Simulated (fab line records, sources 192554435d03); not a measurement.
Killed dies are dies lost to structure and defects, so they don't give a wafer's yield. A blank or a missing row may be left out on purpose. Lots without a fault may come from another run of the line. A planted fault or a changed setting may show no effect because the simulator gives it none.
fab line records | flow n5_finfet
record lots=24 wafers=72 last_day=18
route steps=1938 shown BEOL_M5@1132 BEOL_M6@1196
lots that met no fault: from a run of the same line without faults
start_h: hours from the record's first day to the start of the lot's first wafer shown | wait_h: hours since the lot's step before | " the same as in the row above | L1.1+2: a row that stands for several wafers | - no value, or no start given | * or withheld: withheld | < > ~ a bound
route shown NAME@n: a module of which the file shows steps, and the number in the route of the first | usual: mean/standard deviation of fault-free wafers | same: alike in all rows | chamber/n: place in a boat | sites: the reading at each site | _std_site: their standard deviation | _edge_site: outer sites' mean less inner sites' | radius_mm: how far each site lies from the wafer's centre | mask NAME#n: copy n | behind: the tool/chamber that last shaped the wafer | hold: why the lot was held/for how many hours/how that ended | device: the transistor (n, p or np) that didn't switch | end of line: the same wafers' tests at the end of the route | a step without rows: its recipe alone | killed: dies lost to structure and defects at the first sort, not the wafer's yield | map: a wafer's dies, x killed, . not, _ none there
set.NAME: the setting as run; set.NAME@STEP: as run at that earlier step | model.NAME: the simulator's own value behind a step, which no gauge read
steps of the route over a sample of lots; a table a step, a row a wafer
services: from which hour (start_h, from the record's first day; less than 0 if before it) a tool's chamber was out of use, for how many hours, and why
## steps
# step N5_BEOL_M5_ETCH_62
# recipe chemistry=N2/H2 target=SOC target_depth_a=750 overetch_a=150 mask_material=SiARC temp_c=40 time_s=112.5 ion_energy_ev=200 pressure_mtorr=30 source_w=840 bias_w=150 n2_flow_sccm=200 h2_flow_sccm=200
# usual drypump_motor_current_A=5.6/0.43 n2_flow_sccm=200.0/0.6 oes_product_au=0.64/0.062 rf_vpp_V=524.6/2.8 showerhead_plenum_p_Torr=2.57/0.095 throttle_valve_pct=17.80/0.21
# columns lot.wafer tool chamber start_h wait_h drypump_motor_current_A n2_flow_sccm oes_product_au rf_hours_counter_h rf_vpp_V showerhead_plenum_p_Torr throttle_valve_pct
L074.1 rie_diel-04 0 172.37 0.0 5.8 200.7 0.53 241 525.8 2.61 18.00
L074.2 " 3 " " 6.5 200.0 0.56 211 520.9 2.41 17.86
L074.6 " 2 " " 5.8 199.3 0.55 - 526.1 2.61 17.97
L075.1 rie_diel-04 0 175.10 0.0 5.8 199.9 0.54 242 525.8 2.61 18.00
L075.4 " 2 " " 5.8 199.3 0.55 225 526.4 2.61 18.00
L075.5 " 3 " " 6.5 200.2 0.56 - 520.4 2.41 17.87
L076.1 rie_diel-04 2 178.63 0.0 5.8 199.5 0.55 226 525.6 2.61 17.99
L076.2 " 3 " " 6.5 200.0 0.56 214 522.1 2.41 17.86
L076.4 " 1 " " 5.7 199.7 0.66 69 521.3 2.47 17.53
L078.3 rie_diel-04 3 182.58 0.0 6.5 199.9 0.56 215 519.5 2.41 17.88
L078.5 " 1 " " 5.7 199.4 0.66 - 522.1 2.47 17.56
L078.6 " 3 " " 6.5 200.0 0.56 - 519.2 2.41 17.87
L077.2 rie_diel-04 2 185.86 0.0 5.7 200.5 0.54 229 526.0 2.61 18.01
L077.5 " 1 " " 5.7 200.3 0.66 - 520.9 2.47 17.55
L077.6 " 2 " " 5.8 200.0 0.54 - 525.5 2.61 17.98
L079.2 rie_diel-03 3 199.42 0.0 4.7 199.3 0.67 56 521.6 2.48 17.96
L079.4 " 0 " " 5.2 199.7 0.55 242 520.3 2.41 18.05
L079.5 " 0 " " 5.3 199.1 0.55 - 519.7 2.41 18.05
L080.3 rie_diel-03 2 208.62 0.0 5.4 199.9 0.65 91 527.7 2.67 18.08
L080.5 " 0 " " 5.2 199.1 0.55 - 520.6 2.40 18.08
L080.6 " 1 " " 5.9 199.6 0.69 - 524.7 2.57 17.69
L081.1 rie_diel-03 2 224.10 0.0 5.4 199.4 0.64 96 528.0 2.67 18.07
L081.3 " 3 " " 4.7 200.8 0.65 66 522.4 2.47 17.98
L081.5 " 1 " " 5.9 199.7 0.68 - 526.1 2.57 17.70
L084.2 rie_diel-04 2 226.41 0.0 5.8 200.3 0.54 245 527.3 2.60 18.03
L084.3 " 0 " " 5.8 198.3 0.52 260 526.0 2.60 18.02
L084.6 " 1 " " 5.7 200.9 0.65 - 521.4 2.47 17.56
L082.1 rie_diel-01 3 226.88 0.0 5.4 200.0 0.67 62 525.1 2.58 17.73
L082.4 " 1 " " 6.0 198.6 0.67 46 527.3 2.69 17.32
L082.5 " 0 " " 5.1 200.3 0.67 - 528.3 2.69 17.90
L083.2 rie_diel-03 3 228.71 0.0 4.7 199.5 0.66 68 521.7 2.47 17.97
L083.5 " 1 " " 5.9 200.2 0.67 - 524.1 2.57 17.70
L083.6 " 3 " " 4.8 199.7 0.65 - 521.7 2.47 17.97
L085.1 rie_diel-01 2 231.15 0.0 5.5 200.0 0.77 3 521.9 2.50 17.63
L085.5 " 3 " " 5.4 200.2 0.67 - 524.0 2.58 17.75
L085.6 " 2 " " 5.5 199.9 0.76 - 522.5 2.51 17.63
L086.1 rie_diel-03 2 232.95 0.0 5.4 200.5 0.64 101 527.6 2.67 18.09
L086.2 " 3 " " 4.7 200.8 0.65 71 521.6 2.47 17.98
L086.3 " 1 " " 5.9 198.5 0.67 61 525.0 2.57 17.70
L087.1 rie_diel-01 3 233.43 0.0 5.5 200.1 0.67 64 525.2 2.58 17.73
L087.3 " 1 " " 6.0 199.2 0.67 50 529.1 2.69 17.33
L087.5 " 2 " " 5.6 200.6 0.76 - 523.0 2.50 17.61
L089.1 rie_diel-01 2 264.05 0.0 5.6 200.9 0.73 15 522.2 2.50 17.65
L089.2 " 3 " " 5.4 199.2 0.66 75 524.0 2.58 17.75
L089.5 " 3 " " 5.4 200.0 0.65 - 524.9 2.58 17.74
L088.2 rie_diel-04 1 264.57 0.0 5.7 200.4 0.64 96 522.4 2.46 17.60
L088.3 " 0 " " 5.8 200.2 0.75 3 525.1 2.60 17.59
L088.5 " 3 " " 6.6 200.3 0.55 - 519.1 2.40 17.89
L090.3 rie_diel-03 0 268.12 0.0 5.2 199.9 0.71 9 529.2 2.72 17.67
L090.5 " 1 " " 5.9 200.1 0.66 - 526.6 2.56 17.72
L090.6 " 2 " " 5.4 200.4 0.63 - 527.3 2.66 18.11
L091.2 rie_diel-04 1 271.35 0.0 5.7 199.2 0.63 99 521.6 2.46 17.59
L091.4 " 0 " " 5.8 198.7 0.74 - 524.6 2.60 17.58
L091.5 " 3 " " 6.5 199.5 0.56 - 520.7 2.40 17.91
L092.2 rie_diel-01 3 272.91 0.0 5.4 200.0 0.65 78 524.8 2.57 17.75
L092.3 " 1 " " 6.0 199.8 0.65 65 528.2 2.68 17.37
L092.5 " 0 " " 5.1 199.8 0.65 - 526.8 2.68 17.92
L093.1 rie_diel-03 1 285.39 0.0 6.0 200.1 0.65 78 526.2 2.56 17.72
L093.3 " 2 " " 5.4 200.2 0.63 119 526.7 2.66 18.10
L093.6 " 1 " " 5.9 199.9 0.65 - 523.7 2.56 17.74
L095.3 rie_diel-03 1 290.13 0.0 5.9 200.8 0.65 79 524.3 2.56 17.73
L095.4 " 1 " " 5.9 200.3 0.64 - 524.4 2.56 17.73
L095.5 " 0 " " 5.2 200.9 0.71 - 528.5 2.71 17.67
L094.2 rie_diel-04 2 298.89 0.0 5.7 201.0 0.75 6 524.5 2.60 17.59
L094.3 " 1 " " 5.7 199.7 0.63 106 520.7 2.46 17.60
L094.5 " 2 " " 5.7 200.6 0.75 - 525.0 2.60 17.57
L097.1 rie_diel-01 2 308.04 0.0 5.5 199.9 0.70 31 521.1 2.49 17.67
L097.2 " 3 " " 5.4 199.5 0.64 89 523.3 2.57 17.78
L097.3 " 0 " " 5.1 200.6 0.65 89 528.8 2.68 17.94
L096.3 rie_diel-01 3 315.03 0.0 5.4 199.5 0.64 94 525.7 2.57 17.78
L096.4 " 0 " " 5.1 199.7 0.64 94 529.0 2.68 17.96
L096.5 " 0 " " 5.1 199.6 0.64 - 527.8 2.68 17.95
# step N5_BEOL_M5_STRIP_64
# recipe chemistry=CF4 resist=SiARC power_w=300 bias_power_w=75 pressure_mtorr=50 cf4_flow_sccm=150 rf_frequency_hz=6e+07
# usual drypump_motor_current_A=5.6/0.43 oes_product_au=0.80/0.076 rf_vpp_V=271.6/1.7 showerhead_plenum_p_Torr=1.81/0.063 throttle_valve_pct=13.56/0.23
# columns lot.wafer tool chamber start_h wait_h drypump_motor_current_A oes_product_au rf_hours_counter_h rf_vpp_V showerhead_plenum_p_Torr throttle_valve_pct
L074.1 rie_diel-04 0 172.50 0.0 5.8 0.67 241 272.6 1.85 13.90
L074.2 " 3 " " 6.4 0.71 212 267.6 1.71 13.72
L074.6 " 2 " " 5.7 0.68 - 271.4 1.84 13.85
L075.1 rie_diel-04 0 175.23 0.0 5.8 0.68 242 271.0 1.85 13.90
L075.4 " 2 " " 5.8 0.69 225 273.0 1.84 13.86
L075.5 " 3 " " 6.5 0.70 - 269.3 1.71 13.74
L076.1 rie_diel-04 2 178.76 0.0 5.8 0.68 226 273.6 1.84 13.86
L076.2 " 3 " " 6.5 0.71 214 271.7 1.71 13.73
L076.4 " 1 " " 5.7 0.83 69 271.0 1.75 13.25
L078.3 rie_diel-04 3 182.71 0.0 6.5 0.70 215 268.9 1.71 13.73
L078.5 " 1 " " 5.7 0.82 - 269.8 1.75 13.27
L078.6 " 3 " " 6.5 0.71 - 267.7 1.71 13.74
L077.2 rie_diel-04 2 185.99 0.0 5.8 0.68 229 272.5 1.84 13.87
L077.5 " 1 " " 5.7 0.82 - 269.7 1.75 13.26
L077.6 " 2 " " 5.8 0.69 - 272.2 1.84 13.87
L079.2 rie_diel-03 3 199.55 0.0 4.8 0.83 56 268.7 1.75 13.66
L079.4 " 0 " " 5.2 0.68 242 269.0 1.70 13.95
L079.5 " 0 " " 5.2 0.69 - 269.4 1.70 13.96
L080.3 rie_diel-03 2 208.75 0.0 5.4 0.81 91 271.9 1.88 13.77
L080.5 " 0 " " 5.2 0.68 - 268.5 1.70 13.95
L080.6 " 1 " " 5.9 0.84 - 272.6 1.82 13.42
L081.1 rie_diel-03 2 224.22 0.0 5.4 0.81 96 272.3 1.88 13.80
L081.3 " 3 " " 4.7 0.82 66 270.1 1.74 13.69
L081.5 " 1 " " 5.9 0.85 - 272.7 1.82 13.43
L084.2 rie_diel-04 2 226.54 0.0 5.8 0.67 245 272.1 1.83 13.90
L084.3 " 0 " " 5.8 0.66 260 272.5 1.84 13.96
L084.6 " 1 " " 5.7 0.81 - 270.2 1.75 13.30
L082.1 rie_diel-01 3 227.01 0.0 5.4 0.84 62 271.6 1.82 13.49
L082.4 " 1 " " 5.9 0.84 46 273.2 1.90 13.14
L082.5 " 0 " " 5.1 0.84 - 274.3 1.89 13.46
L083.2 rie_diel-03 3 228.84 0.0 4.8 0.82 68 270.1 1.74 13.68
L083.5 " 1 " " 5.9 0.84 - 271.4 1.82 13.47
L083.6 " 3 " " 4.8 0.82 - 268.4 1.74 13.69
L085.1 rie_diel-01 2 231.27 0.0 5.5 0.95 3 271.4 1.77 13.26
L085.5 " 3 " " 5.4 0.83 - 271.3 1.82 13.48
L085.6 " 2 " " 5.5 0.95 - 270.8 1.77 13.24
L086.1 rie_diel-03 2 233.07 0.0 5.4 0.80 101 272.2 1.88 13.79
L086.2 " 3 " " 4.7 0.82 71 270.6 1.74 13.69
L086.3 " 1 " " 5.9 0.84 61 272.2 1.82 13.45
L087.1 rie_diel-01 3 233.56 0.0 5.4 0.83 64 271.3 1.82 13.48
L087.3 " 1 " " 6.0 0.83 50 272.8 1.89 13.14
L087.5 " 2 " " 5.6 0.95 - 271.6 1.77 13.28
L089.1 rie_diel-01 2 264.18 0.0 5.5 0.91 15 271.0 1.76 13.30
L089.2 " 3 " " 5.4 0.81 75 269.9 1.81 13.51
L089.5 " 3 " " 5.4 0.80 - 270.0 1.81 13.52
L088.2 rie_diel-04 1 264.70 0.0 5.7 0.80 96 270.0 1.75 13.32
L088.3 " 0 " " 5.8 0.94 3 272.6 1.84 13.37
L088.5 " 3 " " 6.5 0.70 - 269.1 1.71 13.76
L090.3 rie_diel-03 0 268.25 0.0 5.2 0.89 9 274.3 1.91 13.42
L090.5 " 1 " " 5.9 0.82 - 271.4 1.82 13.48
L090.6 " 2 " " 5.4 0.79 - 273.2 1.87 13.83
L091.2 rie_diel-04 1 271.47 0.0 5.7 0.80 99 267.9 1.75 13.36
L091.4 " 0 " " 5.8 0.92 - 272.9 1.84 13.37
L091.5 " 3 " " 6.5 0.70 - 268.4 1.70 13.76
L092.2 rie_diel-01 3 273.04 0.0 5.4 0.81 78 271.7 1.81 13.51
L092.3 " 1 " " 6.0 0.81 65 274.3 1.89 13.19
L092.5 " 0 " " 5.1 0.81 - 274.4 1.88 13.50
L093.1 rie_diel-03 1 285.51 0.0 5.9 0.81 78 273.1 1.81 13.51
L093.3 " 2 " " 5.4 0.78 119 274.1 1.87 13.84
L093.6 " 1 " " 5.9 0.82 - 271.5 1.81 13.48
L095.3 rie_diel-03 1 290.26 0.0 5.9 0.81 79 271.7 1.81 13.50
L095.4 " 1 " " 5.9 0.81 - 273.1 1.81 13.49
L095.5 " 0 " " 5.2 0.88 - 275.4 1.90 13.44
L094.2 rie_diel-04 2 299.02 0.0 5.8 0.95 6 273.7 1.83 13.34
L094.3 " 1 " " 5.7 0.79 106 270.8 1.74 13.35
L094.5 " 2 " " 5.8 0.94 - 271.2 1.83 13.34
L097.1 rie_diel-01 2 308.17 0.0 5.5 0.88 31 270.2 1.76 13.34
L097.2 " 3 " " 5.4 0.80 89 271.3 1.81 13.53
L097.3 " 0 " " 5.0 0.81 89 274.5 1.88 13.53
L096.3 rie_diel-01 3 315.16 0.0 5.4 0.79 94 271.3 1.81 13.55
L096.4 " 0 " " 5.0 0.80 94 272.2 1.88 13.53
L096.5 " 0 " " 5.1 0.79 - 273.3 1.88 13.54
# step N5_BEOL_M5_DESCUM_33
# recipe chemistry=O2 time_s=7 source_power_w=50 bias_power_w=20 pressure_mtorr=20 rf_frequency_hz=2.712e+07 temp_c=40 resist=CAR-EUV o2_flow_sccm=225
# usual drypump_motor_current_A=5.5/0.4 oes_product_au=0.83/0.072 rf_vpp_V=243.8/1.6 showerhead_plenum_p_Torr=2.14/0.079 throttle_valve_pct=20.42/0.22
# columns lot.wafer tool chamber start_h wait_h drypump_motor_current_A oes_product_au rf_hours_counter_h rf_vpp_V showerhead_plenum_p_Torr throttle_valve_pct
L074.1 rie_diel-01 3 173.35 0.0 5.4 0.88 43 243.1 2.13 20.36
L074.2 " 0 " " 5.1 0.88 43 243.8 2.23 20.46
L074.6 " 1 " " 5.9 0.87 - 245.6 2.23 19.97
L075.1 rie_diel-04 1 176.77 0.0 5.7 0.85 68 242.1 2.04 20.13
L075.4 " 3 " " 6.5 0.70 213 241.2 1.99 20.54
L075.5 " 0 " " 5.8 0.68 - 244.6 2.14 20.55
L076.1 rie_diel-01 1 181.41 0.4 5.9 0.88 31 244.0 2.23 19.99
L076.2 " 3 " " 5.4 0.87 45 243.4 2.13 20.37
L076.4 " 0 " " 5.1 0.87 46 244.9 2.23 20.47
L078.3 rie_diel-01 0 183.85 0.0 5.1 0.87 46 244.5 2.23 20.47
L078.5 " 0 " " 5.1 0.88 - 244.3 2.23 20.47
L078.6 " 3 " " 5.4 0.87 - 243.4 2.13 20.37
L077.2 rie_diel-01 0 188.10 0.0 5.0 0.87 47 245.6 2.23 20.47
L077.5 " 0 " " 5.1 0.87 - 244.9 2.23 20.46
L077.6 " 1 " " 5.9 0.87 - 245.8 2.23 19.99
L079.2 rie_diel-04 0 200.60 0.1 5.8 0.67 250 245.3 2.13 20.55
L079.4 " 0 " " 5.8 0.67 - 243.6 2.14 20.56
L079.5 " 2 " " 5.8 0.68 - 243.9 2.16 20.73
L080.3 rie_diel-03 1 211.24 0.5 5.9 0.85 51 245.2 2.13 20.38
L080.5 " 0 " " 5.3 0.69 - 241.6 1.98 20.72
L080.6 " 3 " " 4.8 0.83 - 244.0 2.03 20.62
L081.1 rie_diel-04 1 225.69 0.0 5.7 0.81 88 240.5 2.03 20.14
L081.3 " 2 " " 5.8 0.68 245 245.0 2.15 20.72
L081.5 " 1 " " 5.7 0.83 - 240.3 2.03 20.18
L084.2 rie_diel-01 0 228.22 0.9 5.0 0.85 63 243.7 2.22 20.48
L084.3 " 1 " " 5.9 0.84 47 244.1 2.22 20.01
L084.6 " 0 " " 5.0 0.85 - 245.6 2.22 20.49
L082.1 rie_diel-03 3 229.91 0.9 4.8 0.83 69 241.9 2.03 20.63
L082.4 " 3 " " 4.8 0.82 - 241.6 2.03 20.62
L082.5 " 1 " " 5.9 0.85 - 243.7 2.13 20.37
L083.2 rie_diel-01 3 230.38 0.3 5.4 0.86 63 242.8 2.12 20.39
L083.5 " 2 " " 5.5 0.97 - 241.4 2.06 20.20
L083.6 " 1 " " 6.0 0.84 - 244.1 2.22 20.02
L085.1 rie_diel-01 3 235.62 0.5 5.4 0.84 65 243.0 2.12 20.39
L085.5 " 1 " " 6.0 0.83 - 245.9 2.22 20.03
L085.6 " 0 " " 5.1 0.85 - 245.4 2.22 20.51
L087.1 rie_diel-03 3 235.90 0.7 4.7 0.83 73 241.8 2.03 20.64
L087.3 " 2 " " 5.4 0.81 103 245.1 2.20 20.77
L087.5 " 3 " " 4.8 0.82 - 242.3 2.03 20.63
L086.1 rie_diel-01 3 236.73 0.9 5.4 0.85 66 242.3 2.12 20.40
L086.2 " 2 " " 5.5 0.96 6 242.6 2.06 20.20
L086.3 " 1 " " 5.9 0.84 52 245.3 2.22 20.03
L089.1 rie_diel-01 1 265.98 0.3 6.0 0.83 63 244.3 2.22 20.03
L089.2 " 2 " " 5.5 0.93 16 241.5 2.05 20.24
L089.5 " 0 " " 5.1 0.84 - 245.7 2.22 20.52
L088.2 rie_diel-03 2 266.25 0.3 5.4 0.79 112 245.2 2.20 20.78
L088.3 " 1 " " 5.9 0.84 71 243.7 2.12 20.40
L088.5 " 2 " " 5.4 0.79 - 243.4 2.20 20.78
L090.3 rie_diel-03 0 269.28 0.0 5.2 0.93 10 244.8 2.23 20.37
L090.5 " 3 " " 4.7 0.82 - 243.7 2.02 20.66
L090.6 " 2 " " 5.4 0.78 - 245.2 2.20 20.78
L091.2 rie_diel-01 1 274.64 0.0 5.9 0.82 65 244.4 2.22 20.05
L091.4 " 2 " " 5.5 0.92 19 244.2 2.05 20.22
L091.5 " 3 " " 5.4 0.83 - 243.3 2.12 20.41
L092.2 rie_diel-03 3 275.12 0.0 4.8 0.82 87 242.1 2.02 20.66
L092.3 " 1 " " 5.9 0.83 74 243.8 2.12 20.39
L092.5 " 0 " " 5.2 0.91 - 245.6 2.23 20.36
L093.1 rie_diel-01 2 287.06 0.1 5.5 0.90 22 242.0 2.05 20.23
L093.3 " 1 " " 5.9 0.81 69 245.1 2.22 20.04
L093.6 " 3 " " 5.4 0.83 - 243.4 2.12 20.41
L095.3 rie_diel-04 0 291.23 0.3 5.8 0.91 11 242.9 2.13 20.21
L095.4 " 2 " " 5.8 0.96 3 244.1 2.15 20.33
L095.5 " 2 " " 5.7 0.97 - 241.8 2.15 20.32
L094.2 rie_diel-01 0 300.43 0.5 5.1 0.83 85 246.7 2.21 20.52
L094.3 " 2 " " 5.6 0.90 27 242.1 2.05 20.25
L094.5 " 3 " " 5.4 0.82 - 243.6 2.11 20.41
L097.1 rie_diel-01 2 309.53 0.0 5.5 0.90 31 242.1 2.05 20.24
L097.2 " 0 " " 5.1 0.83 90 244.5 2.21 20.53
L097.3 " 3 " " 5.4 0.83 90 241.9 2.11 20.43
L096.3 rie_diel-03 2 317.71 0.0 5.4 0.77 126 245.1 2.19 20.80
L096.4 " 1 " " 5.9 0.80 85 243.9 2.12 20.44
L096.5 " 3 " " 4.7 0.81 - 242.4 2.02 20.66
# step N5_BEOL_M5_PRE_CLEAN_45
# recipe gas=H2/He time_s=30 temp_c=250
# usual heater_power_w=334/35
# columns lot.wafer tool chamber start_h wait_h heater_power_w
L074.1 pvd_sputter-02 - 174.69 0.0 293
L074.2 " - " " 373
L074.6 " - " " 306
L075.1 pvd_sputter-01 - 178.06 0.0 309
L075.4 " - " " 336
L075.5 " - " " 312
L076.1 pvd_sputter-03 - 182.70 0.0 345
L076.2 " - " " 365
L076.4 " - " " 334
L078.3 pvd_sputter-02 - 185.28 0.0 313
L078.5 " - " " 282
L078.6 " - " " 293
L077.2 pvd_sputter-01 - 189.09 0.0 400
L077.5 " - " " 348
L077.6 " - " " 334
L079.2 pvd_sputter-01 - 201.61 0.0 353
L079.4 " - " " 315
L079.5 " - " " 348
L080.3 pvd_sputter-02 - 212.23 0.0 283
L080.5 " - " " 290
L080.6 " - " " 293
L081.1 pvd_sputter-01 - 227.18 0.0 325
L081.3 " - " " 390
L081.5 " - " " 400
L084.2 pvd_sputter-02 - 229.80 0.0 293
L084.3 " - " " 363
L084.6 " - " " 296
L082.1 pvd_sputter-02 - 231.18 0.0 294
L082.4 " - " " 311
L082.5 " - " " 372
L083.2 pvd_sputter-02 - 231.67 0.0 302
L083.5 " - " " 289
L083.6 " - " " 295
L085.1 pvd_sputter-01 - 236.83 0.0 332
L085.5 " - " " 403
L085.6 " - " " 317
L087.1 pvd_sputter-01 - 236.91 0.0 343
L087.3 " - " " 319
L087.5 " - " " 323
L086.1 pvd_sputter-01 - 242.24 0.0 352
L086.2 " - " " 326
L086.3 " - " " 338
L089.1 pvd_sputter-03 - 267.25 0.0 332
L089.2 " - " " 350
L089.5 " - " " 332
L088.2 pvd_sputter-01 - 267.51 0.0 336
L088.3 " - " " 342
L088.5 " - " " 394
L090.3 pvd_sputter-03 - 271.19 0.0 344
L090.5 " - " " 336
L090.6 " - " " 360
L091.2 pvd_sputter-02 - 276.10 0.0 296
L091.4 " - " " 299
L091.5 " - " " 289
L092.2 pvd_sputter-01 - 276.23 0.0 343
L092.3 " - " " 316
L092.5 " - " " 404
L093.1 pvd_sputter-02 - 288.38 0.0 294
L093.3 " - " " 296
L093.6 " - " " 374
L095.3 pvd_sputter-01 - 292.20 0.0 313
L095.4 " - " " 338
L095.5 " - " " 344
L094.2 pvd_sputter-01 - 301.94 0.0 326
L094.3 " - " " 333
L094.5 " - " " 353
L097.1 pvd_sputter-02 - 310.58 0.0 309
L097.2 " - " " 289
L097.3 " - " " 297
L096.3 pvd_sputter-01 - 318.70 0.0 396
L096.4 " - " " 339
L096.5 " - " " 389
# step N5_BEOL_M5_ANNEAL_49
# recipe temp_c=400 time_s=1800 ambient=vacuum
# usual heater_power_w=821/88
# columns lot.wafer tool chamber start_h wait_h heater_power_w
L074.1 pvd_sputter-03 - 177.01 0.0 835
L074.2 " - " " 679
L074.6 " - " " 892
L075.1 pvd_sputter-01 - 178.96 0.0 798
L075.4 " - " " 844
L075.5 " - " " 874
L076.1 pvd_sputter-01 - 184.16 0.0 792
L076.2 " - " " 1000
L076.4 " - " " 851
L078.3 pvd_sputter-02 - 186.28 0.0 757
L078.5 " - " " 716
L078.6 " - " " 761
L077.2 pvd_sputter-01 - 189.85 0.0 812
L077.5 " - " " 848
L077.6 " - " " 1003
L079.2 pvd_sputter-02 - 202.87 0.0 736
L079.4 " - " " 778
L079.5 " - " " 788
L080.3 pvd_sputter-02 - 213.16 0.0 725
L080.5 " - " " 739
L080.6 " - " " 786
L081.1 pvd_sputter-03 - 227.92 0.0 838
L081.3 " - " " 877
L081.5 " - " " 846
L084.2 pvd_sputter-01 - 230.60 0.0 987
L084.3 " - " " 835
L084.6 " - " " 861
L082.1 pvd_sputter-02 - 231.90 0.0 787
L082.4 " - " " 733
L082.5 " - " " 742
L083.2 pvd_sputter-03 - 232.62 0.0 680
L083.5 " - " " 673
L083.6 " - " " 829
L085.1 pvd_sputter-02 - 237.53 0.0 966
L085.5 " - " " 788
L085.6 " - " " 951
L087.1 pvd_sputter-01 - 237.77 0.0 853
L087.3 " - " " 804
L087.5 " - " " 876
L086.1 pvd_sputter-03 - 243.02 0.0 819
L086.2 " - " " 681
L086.3 " - " " 864
L089.1 pvd_sputter-02 - 267.87 0.0 729
L089.2 " - " " 924
L089.5 " - " " 715
L088.2 pvd_sputter-01 - 268.12 0.0 975
L088.3 " - " " 825
L088.5 " - " " 859
L090.3 pvd_sputter-03 - 272.15 0.0 659
L090.5 " - " " 824
L090.6 " - " " 894
L091.2 pvd_sputter-02 - 276.88 0.0 774
L091.4 " - " " 923
L091.5 " - " " 725
L092.2 pvd_sputter-03 - 277.04 0.0 837
L092.3 " - " " 883
L092.5 " - " " 693
L093.1 pvd_sputter-03 - 289.08 0.0 856
L093.3 " - " " 860
L093.6 " - " " 704
L095.3 pvd_sputter-03 - 293.51 0.0 841
L095.4 " - " " 676
L095.5 " - " " 667
L094.2 pvd_sputter-02 - 302.60 0.0 787
L094.3 " - " " 722
L094.5 " - " " 761
L097.1 pvd_sputter-02 - 311.28 0.0 904
L097.2 " - " " 787
L097.3 " - " " 740
L096.3 pvd_sputter-01 - 319.40 0.0 792
L096.4 " - " " 883
L096.5 " - " " 837
# step N5_BEOL_M6_THK_MEAS_01
# recipe reads=SiCOH_lowk_of_BEOL_M6_ILD_DEP_00
# usual M6_ILD_THK=154.9/1.9
# columns lot.wafer tool chamber start_h wait_h M6_ILD_THK[nm]
L074.1 film_metro-02 - 183.01 0.4 153.3
L074.2 " - " " 151.7
L074.6 " - " " 153.1
L075.1 film_metro-02 - 185.39 0.4 154.9
L075.4 " - " " 152.8
L075.5 " - " " 157.0
L076.1 film_metro-01 - 190.15 0.4 152.7
L076.2 " - " " 155.7
L076.4 " - " " 154.0
L078.3 film_metro-01 - 192.50 0.3 153.8
L078.5 " - " " 156.2
L078.6 " - " " 156.9
L077.2 film_metro-01 - 195.81 0.4 152.2
L077.5 " - " " 154.5
L077.6 " - " " 156.2
L079.2 film_metro-02 - 208.85 0.4 152.0
L079.4 " - " " 154.1
L079.5 " - " " 155.3
L080.3 film_metro-01 - 219.14 0.3 150.4
L080.5 " - " " 153.3
L080.6 " - " " 157.0
L081.1 film_metro-02 - 234.36 0.8 155.5
L081.3 " - " " 155.9
L081.5 " - " " 158.0
L084.2 film_metro-02 - 236.57 0.4 153.9
L084.3 " - " " 153.4
L084.6 " - " " 155.5
L082.1 film_metro-01 - 238.15 0.4 153.7
L082.4 " - " " 155.2
L082.5 " - " " 156.6
L083.2 film_metro-02 - 238.70 0.4 153.7
L083.5 " - " " 156.2
L083.6 " - " " 153.0
L085.1 film_metro-02 - 243.51 0.4 152.6
L085.5 " - " " 154.6
L085.6 " - " " 156.8
L087.1 film_metro-01 - 243.94 0.4 151.8
L087.3 " - " " 154.4
L087.5 " - " " 154.1
L086.1 film_metro-01 - 249.27 0.4 154.8
L086.2 " - " " 155.0
L086.3 " - " " 154.5
L089.1 film_metro-02 - 274.27 0.4 154.7
L089.2 " - " " 154.2
L089.5 " - " " 156.7
L088.2 film_metro-02 - 274.33 0.4 152.3
L088.3 " - " " 153.7
L088.5 " - " " 155.7
L090.3 film_metro-01 - 278.13 0.3 156.7
L090.5 " - " " 156.6
L090.6 " - " " 154.9
L091.2 film_metro-01 - 282.87 0.4 153.5
L091.4 " - " " 154.9
L091.5 " - " " 157.5
L092.2 film_metro-02 - 283.13 0.4 155.4
L092.3 " - " " 154.7
L092.5 " - " " 157.2
L093.1 film_metro-01 - 295.04 0.4 154.1
L093.3 " - " " 154.9
L093.6 " - " " 157.2
L095.3 film_metro-01 - 299.60 0.3 155.0
L095.4 " - " " 157.3
L095.5 " - " " 153.9
L094.2 film_metro-01 - 308.97 0.4 152.0
L094.3 " - " " 153.5
L094.5 " - " " 156.8
L097.1 film_metro-02 - 317.27 0.4 158.1
L097.2 " - " " 156.8
L097.3 " - " " 153.8
L096.3 film_metro-02 - 331.18 0.3 152.4
L096.4 " - " " 154.9
L096.5 " - " " 157.4
## services
# columns tool chamber start_h hours kind
rie_diel-04 - 150.63 0.2 repair
rie_diel-01 2 163.08 6.8 repair
rie_diel-04 0 179.56 5.8 repair
rie_diel-04 3 185.77 45.5 repair
rie_diel-01 2 199.95 - clean
rie_diel-01 2 199.95 - consumable_replace:focus_ring
rie_diel-03 0 219.55 - clean
rie_diel-03 0 219.55 - consumable_replace:focus_ring
rie_diel-03 0 219.55 - consumable_replace:showerhead
rie_diel-03 0 219.55 19.9 scheduled_down
rie_diel-03 0 219.55 19.9 vent_cycle
pvd_sputter-02 - 222.72 1.7 repair
rie_diel-04 0 242.16 - clean
rie_diel-04 0 242.16 - consumable_replace:focus_ring
rie_diel-04 0 242.16 16.1 scheduled_down
rie_diel-04 0 242.16 16.1 vent_cycle
rie_diel-04 1 246.44 6.6 repair
rie_diel-04 2 248.61 3.7 repair
rie_diel-04 2 258.24 - clean
rie_diel-04 2 258.24 - consumable_replace:focus_ring
rie_diel-01 0 269.66 2.1 repair
rie_diel-01 0 275.75 4.7 repair
rie_diel-03 3 282.13 10.9 repair
rie_diel-03 - 298.97 15.6 pm
## key
fault none
